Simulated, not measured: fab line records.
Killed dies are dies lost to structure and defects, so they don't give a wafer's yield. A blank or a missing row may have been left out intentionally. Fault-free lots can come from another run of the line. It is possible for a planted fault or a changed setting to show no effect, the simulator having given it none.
Struck lot and sound lot, side by side    flow n5_finfet    36 out of 1938 route steps
Sound: wafers L403.3, L403.5, L403.6. Struck: wafer L396.3 (left out: L396.2, L396.5 of the same lot, which were not struck); the cause appears at the end.
Each step with rows lists, per side, the tool, then ch with its chambers, then its first start. Under that, the readings that differ: sound wafers    struck wafers    difference of the means    sigmas: that difference in standard deviations of wafers without a fault.
alike: readings with means less than 2 such deviations apart, plus words and numbers identical on both sides. not compared: withheld readings, readings lacking a value on some wafer, bounds such as >300 that could conceal the same value, and numbers that have no deviation in the record and whose values overlap.
Wherever a step has rows on one side only, a row that says differs or no value, or a row with sigmas, the two part there. When numbers do not overlap yet have no deviation, they are printed without sigmas and do not part them. Lack of a reading on every wafer of one side parts them only where that side has two or more wafers.

first, 9 steps without rows for these wafers: N5_BEOL_M4_ANNEAL_95 (time 240 s); N5_BEOL_M4_SPUTTER_96 (material Cu, target thk 4.5 nm, time 8.29 s); N5_BEOL_M4_ECD_50 (material Cu, target thk 300 nm); N5_BEOL_M4_ANNEAL_51 (time 90 s); N5_BEOL_M4_CMP_52 (polishes, stops on SiOC, t overpolish 6.8 s, target thk 40 nm); N5_BEOL_M4_PRE_CLEAN_60 (time 15 s); N5_BEOL_M4_CO_CAP_55 (material Co, precursor CCTBA/H2, target thk 2 nm, time 102.1 s); N5_BEOL_M4_PRE_CLEAN_56 (time 15 s); N5_BEOL_M4_DEP_57 (deposits SiCN from 3MS/NH3, target thk 8 nm, time 14 s).
N5_BEOL_M4_RC_MEAS_101:
  sound on prober-01 ch 0, day 12 14:04; struck on prober-02 ch 0, day 10 19:24
reading        sound        struck  difference  sigmas
ION_P (uA/um)  462 453 456  468     +11         +2
  alike: DIBL_N, DIBL_P, IOFF_N, IOFF_P, ION_N, SS_N, SS_P, VT_N, VT_P
then, 24 steps without rows for these wafers: N5_BEOL_M5_ILD_DEP_00 (deposits SiCOH lowk from DEMS/porogen, target thk 140.64 nm, time 25.9 s); N5_BEOL_M5_CURE_79 (cures SiCOH lowk, time 240 s); N5_BEOL_M5_PECVD_70 (deposits SiO2 from TEOS/O2, target thk 16 nm, time 18 s); N5_BEOL_M5_HM_DEP_02 (deposits TiN, target thk 20 nm); N5_BEOL_M5_COAT_59 (time 60 s, resist thk 60 nm); N5_BEOL_M5_COAT_60 (time 60 s, resist thk 12 nm); N5_BEOL_M5_COAT_71 (time 60 s, resist thk 5 nm); N5_BEOL_M5_COAT_05 (resist thk 30 nm); N5_BEOL_M5_EBR_07; N5_BEOL_M5_SOFTBAKE_06 (time 60 s); N5_BEOL_M5_EXPOSE_08 (exposes mask M5, target cd 28 nm); N5_BEOL_M5_PEB_09 (peb time 60 s); N5_BEOL_M5_DEVELOP_10 (develop time 30 s); N5_BEOL_M5_DESCUM_16 (chemistry O2, time 7 s); N5_BEOL_M5_ETCH_72 (etches underlayer in N2/H2, target depth 6.5 nm, time 5.2 s); N5_BEOL_M5_ETCH_61 (etches SiARC in CF4, target depth 15.6 nm, time 26 s); N5_BEOL_M5_ETCH_62 (etches SOC in N2/H2, target depth 75 nm, overetch 15 nm, time 112.5 s); N5_BEOL_M5_STRIP_63 (strips in N2/H2); N5_BEOL_M5_STRIP_73 (strips in N2/H2); N5_BEOL_M5_STRIP_64 (strips in CF4); N5_BEOL_M5_HM_OPEN_17 (chemistry Cl2/BCl3, target TiN, target depth 20 nm, overetch 6 nm); N5_BEOL_M5_STRIP_19 (strips in O2); N5_BEOL_M5_COAT_65 (time 60 s, resist thk 60 nm); N5_BEOL_M5_COAT_66 (time 60 s, resist thk 12 nm).
-- record jumps: 4 days separate the struck wafers' starts on either side; left off in module BEOL_M5, taken up again in module MIM_BOT_ETCH, whose first shown step is the route's number 1868 --
N5_MIM_BOT_ETCH_ETCH_00: etches TiN in Cl2/BCl3, target depth 45.5 nm.
  sound on rie_metal-01 ch 0,1, day 16 16:42; struck on rie_metal-03 ch 1, day 14 13:56
reading                               sound              struck  difference  sigmas
oes_ar_750_au (a.u.)                  0.72 0.72 0.82     0.63    -0.12       -3
rf_fwd_power_W (W)                    995 991 988        757     -234        -76
model.etch.depth_nm (nm)              46.39 46.23 46.18  36.44   -9.83       
model.MIM_BOT_ETCH.cd_offset_nm (nm)  0 -0.2 -0.2        0.6     +0.7        
  alike: chamber_pressure_mTorr, drypump_motor_current_A, he_backside_leak_sccm, oes_product_au, throttle_valve_pct
  not compared: rf_hours_counter_h
N5_PASSIVATION_PROBE_49:
  the record has rows for the struck wafers here (prober-02, day 14 23:34) and none for the sound ones

## WHERE THEY PART
Earliest at N5_BEOL_M4_RC_MEAS_101; latest, in this record, at N5_PASSIVATION_PROBE_49.

WHY: whatever the simulator had introduced
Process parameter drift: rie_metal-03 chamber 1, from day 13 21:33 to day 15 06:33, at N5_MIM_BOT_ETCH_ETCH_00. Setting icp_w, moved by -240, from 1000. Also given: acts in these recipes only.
